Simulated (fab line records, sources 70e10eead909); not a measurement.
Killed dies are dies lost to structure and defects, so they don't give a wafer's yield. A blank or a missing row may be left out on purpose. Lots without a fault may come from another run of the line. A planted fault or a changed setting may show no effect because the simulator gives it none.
Which tool did it? | flow nand_harc | 24 lots, 72 wafers sampled, at 4 steps of a route of 1302

WHAT THE GAUGES READ, wafer by wafer
NHARC_A_CHANNEL_HOLE_D2_CD_MEAS_10: target cd 100 nm. Usual: cd_nm 99.8 nm, standard deviation 0.47.
lot  | measured     | on        | cd_nm (nm)        | flag
L074 | day 12 20:45 | cd_sem-01 | 99.8 99.3 99.3    |
L075 | day 13 16:19 | cd_sem-02 | 99.9 100.6 99.8   |
L076 | day 13 16:29 | cd_sem-02 | 100.2 100.1 99.8  |
L077 | day 14 08:49 | cd_sem-02 | 100.5 100.5 100.7 |
L078 | day 14 20:34 | cd_sem-03 | 99.3 99.6 99.1    |
L080 | day 15 07:33 | cd_sem-03 | 99.5 99.7 99.7    |
L079 | day 15 08:34 | cd_sem-01 | 99.3 98.9 99.3    |
L081 | day 16 00:28 | cd_sem-01 | 99.3 100.2 99.6   |
L082 | day 16 18:52 | cd_sem-02 | 100.3 99.9 100.3  |
L083 | day 17 07:22 | cd_sem-01 | 99.9 99.9 100.3   |
L084 | day 17 06:08 | cd_sem-02 | 99.7 99.5 100.0   |
L085 | day 17 21:19 | cd_sem-01 | 100.5 100.9 100.8 |
L086 | day 17 23:05 | cd_sem-03 | 100.1 99.6 100.2  |
L087 | day 18 17:17 | cd_sem-01 | 100.0 99.5 99.4   |
L089 | day 18 23:10 | cd_sem-02 | 100.0 100.2 100.8 |
L088 | day 18 23:19 | cd_sem-02 | 100.0 100.6 99.8  |
L090 | day 19 23:49 | cd_sem-03 | 99.8 100.0 100.1  |
L091 | day 19 22:46 | cd_sem-03 | 99.2 99.6 99.3    |
L092 | day 20 16:25 | cd_sem-03 | 99.2 99.4 99.5    |
L094 | day 20 22:25 | cd_sem-03 | 100.5 100.7 99.9  |
L093 | day 20 21:55 | cd_sem-02 | 99.8 98.9 99.5    |
L096 | day 21 21:15 | cd_sem-01 | 99.6 99.8 100.3   |
L095 | day 21 23:00 | cd_sem-03 | 99.6 99.0 100.1   |
L097 | day 22 22:34 | cd_sem-01 | 99.9 99.9 99.3    |

NHARC_A_CHANNEL_HOLE_D2_OVL_MEAS_11. Usual: overlay_x_nm 0.0 nm, standard deviation 0.79; overlay_y_nm -0.2 nm, standard deviation 0.78.
lot  | measured     | on         | overlay_x_nm (nm) | overlay_y_nm (nm) | flag
L074 | day 12 20:50 | overlay-02 | 0.3 0.5 0.9       | 0.5 0.3 0.2       |
L075 | day 13 16:25 | overlay-02 | 0.8 0.6 0.6       | -0.7 -0.3 -0.6    |
L076 | day 13 16:34 | overlay-01 | -0.4 -0.2 -0.4    | 0.0 -0.9 -0.1     |
L077 | day 14 08:54 | overlay-01 | 0.0 0.1 0.4       | 0.0 -0.3 -0.3     |
L078 | day 14 20:39 | overlay-02 | -0.4 -1.1 -0.8    | -1.1 -1.8 -1.1    |
L080 | day 15 07:38 | overlay-02 | -0.2 -0.2 -0.1    | 0.5 0.7 0.8       |
L079 | day 15 08:40 | overlay-02 | -1.1 -0.8 -1.6    | 0.9 0.0 0.3       |
L081 | day 16 00:34 | overlay-02 | -1.0 -0.7 -0.7    | 0.9 1.3 1.6       |
L082 | day 16 18:57 | overlay-01 | -0.5 -1.4 -1.0    | -0.2 0.1 -0.7     |
L083 | day 17 07:28 | overlay-02 | 0.0 -0.5 -0.5     | -0.6 -0.6 -1.0    |
L084 | day 17 06:13 | overlay-02 | 1.4 1.1 0.9       | 0.9 1.0 1.4       |
L085 | day 17 21:24 | overlay-02 | -1.1 -1.0 -0.3    | -0.4 -0.4 0.3     |
L086 | day 17 23:10 | overlay-02 | 0.3 0.3 0.0       | 1.1 0.4 0.8       |
L087 | day 18 17:22 | overlay-01 | -0.2 -0.2 0.2     | -0.8 -1.1 -0.6    |
L089 | day 18 23:16 | overlay-02 | 0.5 0.7 0.8       | 0.4 -0.5 0.1      |
L088 | day 18 23:25 | overlay-02 | 1.3 1.0 0.8       | -0.7 -1.1 -1.2    |
L090 | day 19 23:54 | overlay-02 | -0.6 -0.5 -0.4    | 0.5 -0.4 -0.1     |
L091 | day 19 22:51 | overlay-01 | -0.9 -0.9 -1.0    | -0.7 -0.7 -1.3    |
L092 | day 20 16:30 | overlay-01 | -0.1 0.0 0.2      | -1.2 -1.0 -1.6    |
L094 | day 20 22:30 | overlay-02 | -0.1 -0.7 -0.7    | -0.7 -1.3 -1.8    |
L093 | day 20 22:00 | overlay-01 | 1.6 1.2 0.8       | -0.2 0.6 0.1      |
L096 | day 21 21:20 | overlay-01 | 0.0 -0.6 0.3      | -0.3 -0.8 -0.1    |
L095 | day 21 23:05 | overlay-02 | 1.9 1.2 1.5       | 0.4 0.4 0.7       |
L097 | day 22 22:40 | overlay-01 | 0.2 0.3 0.6       | 0.4 0.1 1.1       |

NHARC_A_CHANNEL_HOLE_D2_INSPECT_12. Usual: raw_defect_count 36, standard deviation 23.
lot  | measured     | on                | raw_defect_count | flag
L074 | day 12 20:52 | defect_inspect-02 | 59 56 64         |
L075 | day 13 16:26 | defect_inspect-01 | 70 56 55         |
L076 | day 13 16:37 | defect_inspect-01 | 2 2 5            |
L077 | day 14 08:56 | defect_inspect-01 | 52 56 58         |
L078 | day 14 20:41 | defect_inspect-02 | 56 56 56         |
L080 | day 15 07:40 | defect_inspect-02 | 11 5 11          |
L079 | day 15 08:42 | defect_inspect-02 | 67 51 48         |
L081 | day 16 00:35 | defect_inspect-02 | 50 45 54         |
L082 | day 16 18:59 | defect_inspect-02 | 51 59 59         |
L083 | day 17 07:30 | defect_inspect-01 | 64 56 54         |
L084 | day 17 06:15 | defect_inspect-02 | 12 16 10         |
L085 | day 17 21:26 | defect_inspect-02 | 11 9 16          |
L086 | day 17 23:12 | defect_inspect-01 | 66 61 46         |
L087 | day 18 17:24 | defect_inspect-02 | 18 17 12         |
L089 | day 18 23:17 | defect_inspect-01 | 9 11 13          |
L088 | day 18 23:27 | defect_inspect-01 | 61 47 61         |
L090 | day 19 23:56 | defect_inspect-01 | 53 45 60         |
L091 | day 19 22:53 | defect_inspect-02 | 59 55 51         |
L092 | day 20 16:32 | defect_inspect-02 | 18 16 16         |
L094 | day 20 22:32 | defect_inspect-01 | 60 70 71         |
L093 | day 20 22:02 | defect_inspect-02 | 13 17 17         |
L096 | day 21 21:22 | defect_inspect-02 | 18 16 26         |
L095 | day 21 23:08 | defect_inspect-02 | 4 3 5            |
L097 | day 22 22:42 | defect_inspect-01 | 9 4 1            |

WHICH TOOL RAN EACH LOT (tool, then ch and the chambers of the sampled wafers, then the start)
lot  | NHARC_A_ONON_D2_DEP_33
L074 | pecvd-03 ch 0,2, day 12 17:27
L075 | pecvd-03 ch 0,1,2, day 13 13:13
L076 | pecvd-01 ch 0,1,2, day 13 13:16
L077 | pecvd-03 ch 0,2, day 14 05:40
L078 | pecvd-01 ch 0,1,2, day 14 14:24
L080 | pecvd-04 ch 0,1,2, day 15 01:41
L079 | pecvd-04 ch 0,1, day 15 01:58
L081 | pecvd-04 ch 0,1,2, day 15 20:26
L082 | pecvd-01 ch 0,2, day 16 13:20
L083 | pecvd-03 ch 1,2, day 17 02:47
L084 | pecvd-01 ch 0,1,2, day 17 02:49
L085 | pecvd-04 ch 0,1, day 17 16:50
L086 | pecvd-03 ch 0,1,2, day 17 16:55
L087 | pecvd-04 ch 0,1,2, day 18 12:47
L089 | pecvd-04 ch 0,1, day 18 19:59
L088 | pecvd-01 ch 0,1,2, day 18 20:01
L090 | pecvd-01 ch 0,1, day 19 19:39
L091 | pecvd-03 ch 1,2, day 19 19:42
L092 | pecvd-03 ch 0,1,2, day 20 12:45
L094 | pecvd-01 ch 1,2, day 20 18:45
L093 | pecvd-03 ch 0,1,2, day 20 18:50
L096 | pecvd-04 ch 0,1, day 21 17:19
L095 | pecvd-04 ch 0,2, day 21 17:35
L097 | pecvd-01 ch 0,1,2, day 22 19:22
- NHARC_A_ONON_D2_DEP_33: deposits SiO2, target thk 200 nm.

WHAT THE TOOLS THEMSELVES READ (means of the sampled wafers that have a number; where no wafer has one, the mark that the record gives instead)
NHARC_A_ONON_D2_DEP_33. Usual: heater_power_outer_w 263 W, standard deviation 45; heater_power_w 497 W, standard deviation 70; throttle_valve_pct 16.1 %, standard deviation 0.44.
lot  | tool     | heater_power_outer_w (W) | heater_power_w (W) | throttle_valve_pct (%) | flag
L074 | pecvd-03 | 295                      | 548                | 15.7                   |
L075 | pecvd-03 | 291                      | 568                | 15.8                   |
L076 | pecvd-01 | 262                      | 469                | 16.5                   |
L077 | pecvd-03 | 311                      | 565                | 15.7                   |
L078 | pecvd-01 | 282                      | 506                | 16.1                   |
L080 | pecvd-04 | 263                      | 495                | 16.0                   |
L079 | pecvd-04 | 264                      | 495                | 16.1                   |
L081 | pecvd-04 | 276                      | 505                | 16.2                   |
L082 | pecvd-01 | 279                      | 507                | 16.6                   |
L083 | pecvd-03 | 233                      | 465                | 15.9                   |
L084 | pecvd-01 | 258                      | 463                | 16.2                   |
L085 | pecvd-04 | 237                      | 445                | 16.5                   |
L086 | pecvd-03 | 271                      | 530                | 15.7                   |
L087 | pecvd-04 | 254                      | 484                | 16.2                   |
L089 | pecvd-04 | 263                      | 499                | 16.4                   |
L088 | pecvd-01 | 243                      | 454                | 16.3                   |
L090 | pecvd-01 | 248                      | 471                | 16.2                   |
L091 | pecvd-03 | 277                      | 526                | 16.1                   |
L092 | pecvd-03 | 270                      | 532                | 15.9                   |
L094 | pecvd-01 | 287                      | 485                | 16.0                   |
L093 | pecvd-03 | 288                      | 557                | 15.9                   |
L096 | pecvd-04 | 261                      | 493                | 15.8                   |
L095 | pecvd-04 | 218                      | 446                | 15.9                   |
L097 | pecvd-01 | 270                      | 482                | 16.3                   |

THE ANSWER, worked out from the rows above alone
Rule: a lot is off if the mean of its wafers that have a number lies more than 3 standard deviations from the usual mean. A lot without any number at a reading at which 4 lots or more have one is off too. The other lots that the step has rows for count as sound. The gauges are gone through in route order, then the tools' own readings, and for those a lot's mean is taken as printed above. The first step at which some lot is off is used, and at that step the reading that is off furthest; a lot without a number counts as furthest.
No lot is off at any reading shown: from this, nothing can be told.

WHAT THE SIMULATOR HAD PUT IN
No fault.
